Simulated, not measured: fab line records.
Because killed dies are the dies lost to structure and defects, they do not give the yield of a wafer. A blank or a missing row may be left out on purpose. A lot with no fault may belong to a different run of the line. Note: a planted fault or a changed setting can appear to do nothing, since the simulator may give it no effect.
Chamber matching	flow n5 finfet	3 sister chambers for N5_MOL_CONTACT_COAG_ETCHBACK_135 on rie diel-03
The step etches SiO2 in CHF3, target depth 25 nm, time 16.7 s. 3 wafers are shown with their chamber, then 6 later ones without.

== EACH WAFER AND ITS CHAMBER ==
wafer	chamber	showerhead plenum p Torr (Torr)
L086.2	0	2.50
L086.4	1	2.44
L086.5	3	2.36

== WAFERS WHOSE CHAMBER IS MISSING ==
wafer	showerhead plenum p Torr (Torr)
L086.6	2.50
L089.2	2.36
L089.4	2.44
L095.1	2.49
L095.4	2.43
L095.5	2.49

== WHICH CHAMBER EACH WENT THROUGH ==
wafer	from the rows above	in truth
L086.6	0	0
L089.2	3	3
L089.4	1	1
L095.1	0	0
L095.4	1	1
L095.5	0	0
Correct placement for 6 of the 6. Number that these rows cannot place: 0. Placed wrongly: 0.
How it was worked out, from the rows above alone: a wafer's distance from a chamber is the root of the sum, over the readings, of the square of ((its reading less the chamber's mean) divided by the reading's scatter). If the next closest chamber is less than 2 further off than the closest, the wafer can't be placed; otherwise it belongs to the closest. Each chamber's mean is taken over the wafers shown for it. The scatter: with one shown wafer a chamber, the root of the mean of the squares of how far each hidden wafer lies from its nearest shown one.
